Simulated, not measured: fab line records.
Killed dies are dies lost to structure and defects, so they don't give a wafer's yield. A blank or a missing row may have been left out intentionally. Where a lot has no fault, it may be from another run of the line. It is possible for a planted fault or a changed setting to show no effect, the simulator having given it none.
Matching of chambers || flow nandHarc || aldMetal-01 running NHARC_P_CONTACT_ALD_22: 4 sister chambers
The step deposits TiN, target thk 3 nm, pulse time 1 s, ald cycles 150. 20 wafers are shown with their chamber, then 10 later ones without.

## EACH WAFER AND ITS CHAMBER
{"wafer": "L074.1", "chamber": 1, "heaterPowerW (W)": 1080, "precursorPulseHeightRel": 1.037}
{"wafer": "L074.2", "chamber": 2, "heaterPowerW (W)": 1003, "precursorPulseHeightRel": 1.001}
{"wafer": "L074.3", "chamber": 0, "heaterPowerW (W)": 893, "precursorPulseHeightRel": 1.025}
{"wafer": "L075.2", "chamber": 2, "heaterPowerW (W)": 1003, "precursorPulseHeightRel": 0.994}
{"wafer": "L075.3", "chamber": 3, "heaterPowerW (W)": 944, "precursorPulseHeightRel": 1.009}
{"wafer": "L075.6", "chamber": 2, "heaterPowerW (W)": 1015, "precursorPulseHeightRel": 0.954}
{"wafer": "L077.3", "chamber": 2, "heaterPowerW (W)": 1009, "precursorPulseHeightRel": 0.977}
{"wafer": "L077.4", "chamber": 2, "heaterPowerW (W)": 998, "precursorPulseHeightRel": 1.016}
{"wafer": "L077.5", "chamber": 0, "heaterPowerW (W)": 896, "precursorPulseHeightRel": 0.967}
{"wafer": "L080.1", "chamber": 3, "heaterPowerW (W)": 958, "precursorPulseHeightRel": 0.993}
{"wafer": "L080.4", "chamber": 1, "heaterPowerW (W)": 1084, "precursorPulseHeightRel": 0.978}
{"wafer": "L080.5", "chamber": 2, "heaterPowerW (W)": 1011, "precursorPulseHeightRel": 0.989}
{"wafer": "L081.2", "chamber": 3, "heaterPowerW (W)": 977, "precursorPulseHeightRel": 0.998}
{"wafer": "L081.3", "chamber": 1, "heaterPowerW (W)": 1120, "precursorPulseHeightRel": 0.989}
{"wafer": "L081.4", "chamber": 0, "heaterPowerW (W)": 970, "precursorPulseHeightRel": 1.017}
{"wafer": "L085.2", "chamber": 1, "heaterPowerW (W)": 1105, "precursorPulseHeightRel": 0.993}
{"wafer": "L085.4", "chamber": 2, "heaterPowerW (W)": 1004, "precursorPulseHeightRel": 0.994}
{"wafer": "L085.5", "chamber": 3, "heaterPowerW (W)": 955, "precursorPulseHeightRel": 0.973}
{"wafer": "L088.2", "chamber": 0, "heaterPowerW (W)": 945, "precursorPulseHeightRel": 1.021}
{"wafer": "L088.3", "chamber": 2, "heaterPowerW (W)": 983, "precursorPulseHeightRel": 0.997}

SIGNATURES, as means of the wafers listed above
{"reading": "heaterPowerW", "chamber 0": 926.00, "chamber 1": 1097.25, "chamber 2": 1003.25, "chamber 3": 958.50, "scatter within a chamber": 20.3}
{"reading": "precursorPulseHeightRel", "chamber 0": 1.00750, "chamber 1": 0.99925, "chamber 2": 0.99025, "chamber 3": 0.99325, "scatter within a chamber": 0.0213}
Rule: a wafer's distance from a chamber is the root of the sum, over the readings, of the square of ((its reading less the chamber's mean) divided by the reading's scatter). The wafer belongs to the nearest chamber; if the next one is less than 2 further off, it can't be placed. The scatter: take each reading less its chamber's mean, square it, sum over the shown wafers, divide by the number of wafers less the number of chambers, and take the root.

## WAFERS WHOSE CHAMBER IS MISSING
{"wafer": "L088.5", "heaterPowerW (W)": 963, "precursorPulseHeightRel": 0.992}
{"wafer": "L092.2", "heaterPowerW (W)": 977, "precursorPulseHeightRel": 1.022}
{"wafer": "L092.5", "heaterPowerW (W)": 990, "precursorPulseHeightRel": 0.968}
{"wafer": "L092.6", "heaterPowerW (W)": 974, "precursorPulseHeightRel": 0.969}
{"wafer": "L095.2", "heaterPowerW (W)": 1134, "precursorPulseHeightRel": 1.022}
{"wafer": "L095.3", "heaterPowerW (W)": 977, "precursorPulseHeightRel": 0.996}
{"wafer": "L095.6", "heaterPowerW (W)": 959, "precursorPulseHeightRel": 1.014}
{"wafer": "L096.4", "heaterPowerW (W)": 1098, "precursorPulseHeightRel": 1.019}
{"wafer": "L096.5", "heaterPowerW (W)": 941, "precursorPulseHeightRel": 0.970}
{"wafer": "L096.6", "heaterPowerW (W)": 1020, "precursorPulseHeightRel": 1.031}

## THE CHAMBER EACH PASSED THROUGH
{"wafer": "L088.5", "from the rows above": "can't be placed: 3 or 0 or 2", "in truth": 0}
{"wafer": "L092.2", "from the rows above": "can't be placed: 3 or 2 or 0", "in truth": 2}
{"wafer": "L092.5", "from the rows above": "can't be placed: 2 or 3", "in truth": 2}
{"wafer": "L092.6", "from the rows above": "can't be placed: 3 or 2 or 0", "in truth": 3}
{"wafer": "L095.2", "from the rows above": 1, "in truth": 1}
{"wafer": "L095.3", "from the rows above": "can't be placed: 3 or 2 or 0", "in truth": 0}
{"wafer": "L095.6", "from the rows above": "can't be placed: 3 or 0 or 2", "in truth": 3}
{"wafer": "L096.4", "from the rows above": 1, "in truth": 1}
{"wafer": "L096.5", "from the rows above": "can't be placed: 3 or 0 or 2", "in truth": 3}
{"wafer": "L096.6", "from the rows above": "can't be placed: 2 or 3", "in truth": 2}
Placed correctly: 2 of 10. Unplaceable from these rows: 8, with the true chamber sitting among the candidates in 8. 0 placed wrongly.
